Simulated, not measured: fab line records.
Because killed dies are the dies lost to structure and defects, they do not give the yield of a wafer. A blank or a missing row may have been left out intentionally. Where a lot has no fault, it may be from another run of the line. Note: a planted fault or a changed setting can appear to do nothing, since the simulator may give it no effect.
What tool caused it? | flow n5-finfet | Sampling: 8 lots, 24 wafers, 6 of 1938 route steps

WHAT THE GAUGES SHOWED, per wafer
N5_BEOL_M1_CD_MEAS_28: target cd y 23.3 nm. Usual: cd-nm at 24.03 nm, with a standard deviation of 0.25.
lot  | measured     | on        | cd-nm (nm)        | flag
L577 | day 6 06:32  | cd-sem-03 | 23.92 24.03 24.22 |
L578 | day 6 06:43  | cd-sem-03 | 24.13 24.02 23.83 |
L579 | day 6 19:54  | cd-sem-02 | 24.35 23.90 23.58 |
L580 | day 6 19:59  | cd-sem-02 | 23.98 23.63 24.29 |
L589 | day 9 11:03  | cd-sem-03 | 24.47 18.04 24.16 | OFF
L590 | day 9 17:19  | cd-sem-01 | 24.38 18.52 24.00 | OFF
L595 | day 11 02:14 | cd-sem-02 | 24.13 23.96 24.45 |
L598 | day 12 00:23 | cd-sem-02 | 23.93 23.67 23.94 |

N5_BEOL_M4_RC_MEAS_101. Usual: DIBL_N 35.9 mV/V, standard deviation 1.8; DIBL_P 36.2 mV/V, standard deviation 2; IOFF_N 0.16 nA/um, standard deviation 0.031; IOFF_P 0.22 nA/um, standard deviation 0.041; ION_N 676 uA/um, standard deviation 11; ION_P 465 uA/um, standard deviation 8.5; SS_N 71.4 mV/dec, standard deviation 0.64; SS_P 73.2 mV/dec, standard deviation 0.7; VT_N 250 mV, standard deviation 3.5; VT_P -250 mV, standard deviation 3.9.
lot  | measured     | on        | DIBL_N (mV/V)  | DIBL_P (mV/V)  | IOFF_N (nA/um) | IOFF_P (nA/um) | ION_N (uA/um) | ION_P (uA/um) | SS_N (mV/dec)  | SS_P (mV/dec)  | VT_N (mV)   | VT_P (mV)      | flag
L577 | day 8 04:23  | prober-01 | 35.4 36.9 35.3 | 35.3 37.8 34.9 | 0.13 0.17 0.14 | 0.22 0.29 0.23 | 672 694 674   | 466 484 476   | 71.4 71.1 70.7 | 72.4 73.3 73.0 | 255 249 252 | -249 -244 -246 |
L578 | day 8 04:22  | prober-02 | 35.3 34.0 35.9 | 37.7 35.3 37.8 | 0.15 0.13 0.16 | 0.21 0.18 0.22 | 681 657 688   | 472 456 467   | 70.8 70.9 70.8 | 73.5 73.1 73.5 | 250 253 251 | -250 -252 -249 |
L579 | day 8 14:21  | prober-02 | 36.6 33.5 35.1 | 35.9 32.5 35.4 | 0.17 0.11 0.15 | 0.19 0.15 0.18 | 673 657 676   | 449 450 457   | 71.5 70.8 71.1 | 73.4 71.8 72.0 | 250 252 250 | -251 -254 -251 |
L580 | day 8 21:01  | prober-02 | 32.6 29.3 34.5 | 34.6 29.7 34.9 | 0.12 0.08 0.14 | 0.18 0.12 0.18 | 668 652 655   | 462 450 451   | 70.5 70.0 71.0 | 72.7 71.0 71.9 | 254 260 252 | -248 -254 -251 |
L589 | day 11 03:49 | prober-02 | 35.2 32.4      | 36.3 32.3      | 0.16 0.11      | 0.22 0.17      | 689 650       | 471 456       | 71.2 71.5      | 74.0 72.7      | 249 256     | -249 -249      |
L590 | day 11 12:02 | prober-01 | 34.1 32.4      | 35.4 33.7      | 0.15 0.12      | 0.19 0.16      | 672 674       | 461 463       | 70.4 70.7      | 73.0 72.8      | 250 251     | -252 -255      |
L595 | day 12 20:40 | prober-02 | 36.1 42.1 37.3 | 35.7 43.3 37.6 | 0.13 0.29 0.16 | 0.20 0.37 0.25 | 661 712 677   | 461 481 469   | 70.1 71.9 70.5 | 73.6 74.9 74.3 | 252 239 250 | -250 -239 -246 |
L598 | day 13 15:16 | prober-01 | 36.2 34.7 34.8 | 34.7 33.7 33.1 | 0.17 0.14 0.15 | 0.22 0.20 0.19 | 680 669 662   | 459 466 458   | 71.8 71.2 71.2 | 73.0 72.9 71.8 | 247 249 250 | -251 -251 -250 |

WHICH TOOL RAN EACH LOT (tool, then ch and the chambers of the sampled wafers, then the start)
lot  | N5_BEOL_M1_DESCUM_16               | N5_BEOL_M1_ETCH_74                 | N5_BEOL_M1_EXPOSE_25              | N5_BEOL_M1_DESCUM_33
L577 | rie-diel-04 ch 1,2, day 6 05:40    | rie-diel-04 ch 1,2, day 6 05:42    | euv-scanner-02 ch 0, day 6 06:24  | rie-diel-06 ch 0,1, day 6 06:40
L578 | rie-diel-01 ch 0,2,3, day 6 05:51  | rie-diel-01 ch 0,2,3, day 6 05:53  | euv-scanner-01 ch 0, day 6 06:35  | rie-diel-01 ch 0,1, day 6 06:50
L579 | rie-diel-01 ch 1,2,3, day 6 18:56  | rie-diel-01 ch 1,2,3, day 6 18:59  | euv-scanner-02 ch 0, day 6 19:46  | rie-diel-01 ch 0,3, day 6 20:01
L580 | rie-diel-01 ch 1,2,3, day 6 19:14  | rie-diel-01 ch 1,2,3, day 6 19:16  | euv-scanner-02 ch 0, day 6 19:51  | rie-diel-04 ch 0,2,3, day 6 20:06
L589 | rie-diel-06 ch 1,2, day 9 10:18    | rie-diel-06 ch 1,2, day 9 10:20    | euv-scanner-02 ch 0, day 9 10:54  | rie-diel-06 ch 0,2, day 9 11:11
L590 | rie-diel-04 ch 0,1, day 9 16:32    | rie-diel-04 ch 0,1, day 9 16:34    | euv-scanner-02 ch 0, day 9 17:11  | rie-diel-06 ch 1,2,3, day 9 17:27
L595 | rie-diel-04 ch 0,1, day 11 01:17   | rie-diel-04 ch 0,1, day 11 01:19   | euv-scanner-01 ch 0, day 11 02:05 | rie-diel-04 ch 0,2,3, day 11 02:38
L598 | rie-diel-06 ch 0,1,3, day 11 23:16 | rie-diel-06 ch 0,1,3, day 11 23:18 | euv-scanner-01 ch 0, day 12 00:15 | rie-diel-01 ch 1,2, day 12 00:31
- N5_BEOL_M1_DESCUM_16: chemistry O2, time 7 s.
- N5_BEOL_M1_ETCH_74: etches underlayer in N2/H2, target depth 6.5 nm, time 5.2 s.
- N5_BEOL_M1_EXPOSE_25: exposes mask V0, defocus 5 nm, target cd 24 nm.
- N5_BEOL_M1_DESCUM_33: chemistry O2, time 7 s.

WHAT THE TOOLS THEMSELVES READ (means of the sampled wafers that have a number; where no wafer has one, the mark that the record gives instead)
N5_BEOL_M1_DESCUM_16. Usual: drypump-motor-current-A 5.7 A, standard deviation 0.5; oes-product-au 0.76 a.u., standard deviation 0.074; rf-vpp-V 243.5 V, standard deviation 1.5; showerhead-plenum-p-Torr 2.11 Torr, standard deviation 0.086; throttle-valve-pct 20.51 %, standard deviation 0.22.
lot  | tool        | drypump-motor-current-A (A) | oes-product-au (a.u.) | rf-vpp-V (V) | showerhead-plenum-p-Torr (Torr) | throttle-valve-pct (%) | flag
L577 | rie-diel-04 | 5.6                         | 0.77                  | 243.5        | 2.15                            | 20.64                  |
L578 | rie-diel-01 | 5.7                         | 0.73                  | 243.1        | 2.08                            | 20.52                  |
L579 | rie-diel-01 | 5.8                         | 0.74                  | 243.4        | 2.11                            | 20.48                  |
L580 | rie-diel-01 | 5.8                         | 0.74                  | 243.3        | 2.11                            | 20.50                  |
L589 | rie-diel-06 | 5.0                         | 0.87                  | 243.9        | 2.11                            | 20.17                  |
L590 | rie-diel-04 | 5.4                         | 0.72                  | 244.1        | 2.15                            | 20.75                  |
L595 | rie-diel-04 | 5.3                         | 0.72                  | 245.6        | 2.17                            | 20.68                  |
L598 | rie-diel-06 | 5.8                         | 0.81                  | 242.8        | 2.04                            | 20.39                  |

N5_BEOL_M1_ETCH_74. Usual: drypump-motor-current-A 5.7 A, standard deviation 0.5; etch-rf-on-time-s 5.20 s, standard deviation 0.13; oes-product-au 0.65 a.u., standard deviation 0.065; rf-vpp-V 525 V, standard deviation 3.1; showerhead-plenum-p-Torr 2.56 Torr, standard deviation 0.1; throttle-valve-pct 17.93 %, standard deviation 0.22.
lot  | tool        | drypump-motor-current-A (A) | etch-rf-on-time-s (s) | oes-product-au (a.u.) | rf-vpp-V (V) | showerhead-plenum-p-Torr (Torr) | throttle-valve-pct (%) | flag
L577 | rie-diel-04 | 5.6                         | 5.13                  | 0.66                  | 525          | 2.61                            | 18.15                  |
L578 | rie-diel-01 | 5.7                         | 5.30                  | 0.62                  | 524          | 2.53                            | 17.94                  |
L579 | rie-diel-01 | 5.8                         | 5.26                  | 0.63                  | 524          | 2.57                            | 17.91                  |
L580 | rie-diel-01 | 5.8                         | 5.26                  | 0.63                  | 525          | 2.57                            | 17.92                  |
L589 | rie-diel-06 | 5.0                         | 5.09                  | 0.74                  | 525          | 2.60                            | 17.74                  |
L590 | rie-diel-04 | 5.4                         | 5.13                  | 0.61                  | 525          | 2.62                            | 18.29                  |
L595 | rie-diel-04 | 5.4                         | 5.15                  | 0.62                  | 526          | 2.62                            | 18.09                  |
L598 | rie-diel-06 | 5.8                         | 5.16                  | 0.69                  | 522          | 2.49                            | 17.84                  |

N5_BEOL_M1_DESCUM_33. Usual: drypump-motor-current-A 5.7 A, standard deviation 0.45; oes-product-au 0.75 a.u., standard deviation 0.068; rf-vpp-V 243.4 V, standard deviation 1.5; showerhead-plenum-p-Torr 2.11 Torr, standard deviation 0.081; throttle-valve-pct 20.52 %, standard deviation 0.21.
lot  | tool        | drypump-motor-current-A (A) | oes-product-au (a.u.) | rf-vpp-V (V) | showerhead-plenum-p-Torr (Torr) | throttle-valve-pct (%) | flag
L577 | rie-diel-06 | 5.6                         | 0.79                  | 242.5        | 2.00                            | 20.27                  |
L578 | rie-diel-01 | 6.2                         | 0.73                  | 241.2        | 2.03                            | 20.71                  |
L579 | rie-diel-01 | 6.0                         | 0.70                  | 241.9        | 2.04                            | 20.53                  |
L580 | rie-diel-04 | 5.7                         | 0.78                  | 244.1        | 2.16                            | 20.44                  |
L589 | rie-diel-06 | 5.1                         | 0.85                  | 245.4        | 2.19                            | 20.33                  |
L590 | rie-diel-06 | 5.5                         | 0.79                  | 243.1        | 2.07                            | 20.36                  |
L595 | rie-diel-04 | 5.8                         | 0.75                  | 244.4        | 2.15                            | 20.49                  |
L598 | rie-diel-01 | 5.9                         | 0.74                  | 243.6        | 2.12                            | 20.63                  |

THE ANSWER, worked out from the rows above alone
Rule: take the mean of a lot's wafers that have a number; if it is more than 3 standard deviations from the usual mean, the lot is off. Also off: a lot with no number at a reading for which 4 or more lots have one. Any other lot the step has rows for is counted as sound. Order of review: gauges by route order, followed by the tools' own readings, for which a lot's mean as printed above is used. The first step at which some lot is off is used, and at that step the reading that is off furthest; a lot without a number counts as furthest.
Off: L589, L590 (N5_BEOL_M1_CD_MEAS_28, cd-nm).
If a tool, at a process step before that reading, ran all the lots that are off and no sound lot after the first of them, it fits. Those tools and the gauges at N5_BEOL_M1_CD_MEAS_28 are tried in the same way. One fits: euv-scanner-02 at N5_BEOL_M1_EXPOSE_25. A fault onset in the window from L580 (day 6 19:51, its last sound lot) to L589 (day 9 10:54, its first lot off) fits.

WHAT THE SIMULATOR HAD INSERTED
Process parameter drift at N5_BEOL_M1_EXPOSE_25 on euv-scanner-02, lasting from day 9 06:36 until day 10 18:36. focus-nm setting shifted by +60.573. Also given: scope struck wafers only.
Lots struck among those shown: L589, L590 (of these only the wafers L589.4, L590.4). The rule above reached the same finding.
